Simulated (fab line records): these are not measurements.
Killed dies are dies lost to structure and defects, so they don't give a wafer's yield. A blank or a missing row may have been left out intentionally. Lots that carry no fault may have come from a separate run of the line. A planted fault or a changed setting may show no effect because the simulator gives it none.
One fault seen from 2 desks ; flow n5 finfet ; every desk sees just its own numbers, and what lay behind them comes last

THE METROLOGY DESK
What the gauges read, lot by lot, whatever tool the lot ran on: means of the sampled wafers that have a number. Any lot whose mean is over 4 standard deviations away from the usual mean is out of limits and marked OUT; that distance is given in the brackets.
Columns: A = M12_ILD_THK at N5_BEOL_M12_THK_MEAS_01, usual 659 nm
lot;first seen here;A
L116;day 11 10:17;660
L117;day 11 22:59;667
L123;day 12 23:30;658
L124;day 13 15:13;667
L128;day 13 21:53;663
L129;day 14 01:28;658
L130;day 14 17:49;665
L131;day 15 11:55;743 (+10) OUT
L134;day 15 17:42;723 (+7.8) OUT
Finding of this desk: L131, L134 out of limits, first seen on L131 at day 15 11:55 (M12_ILD_THK at N5_BEOL_M12_THK_MEAS_01). L116, L117, L123, L124, L128, L129, L130 stayed within limits.

AT THE TOOL OWNER'S DESK: pecvd-01
The tool's own readings at N5_BEOL_M12_ILD_DEP_00 (deposits SiOC from DEMS/O2, target thk 658.92 nm, time 130.7 s): means of the sampled wafers that have a number, for each lot that ran on this tool. Any lot whose mean is over 4 standard deviations away from the usual mean is out of limits and marked OUT; that distance is given in the brackets.
Columns: A = heater power w at N5_BEOL_M12_ILD_DEP_00, usual 492 W; B = showerhead plenum p Torr at N5_BEOL_M12_ILD_DEP_00, usual 5.691 Torr; C = throttle valve pct at N5_BEOL_M12_ILD_DEP_00, usual 11.9 %
lot;first seen here;A;B;C
L117;day 11 22:50;518;5.680;11.2
L129;day 14 01:20;548;5.686;11.0
L130;day 14 17:44;542;5.690;11.7
L131;day 15 11:46;552;5.691;11.5
L134;day 15 17:34;599;5.682;11.5
This desk's verdict: no lot among the 5 shows anything out of limits.

TAKEN TOGETHER
The metrology desk could have raised an alarm at day 15 11:55, on L131, L134.
Nothing out of limits was seen by the tool owner's desk.
The tool owner's desk has L131, L134 on record, within its limits.
All the named lots went through N5_BEOL_M12_ILD_DEP_00 on pecvd-01.

WHAT HAD BEEN PUT IN BY THE SIMULATOR
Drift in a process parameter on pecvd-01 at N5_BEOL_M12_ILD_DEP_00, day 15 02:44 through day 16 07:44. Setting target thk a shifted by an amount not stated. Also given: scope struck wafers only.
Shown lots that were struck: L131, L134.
Per desk, hours elapsed from the start of the fault to the first reading out of limits: for the metrology desk, 9.
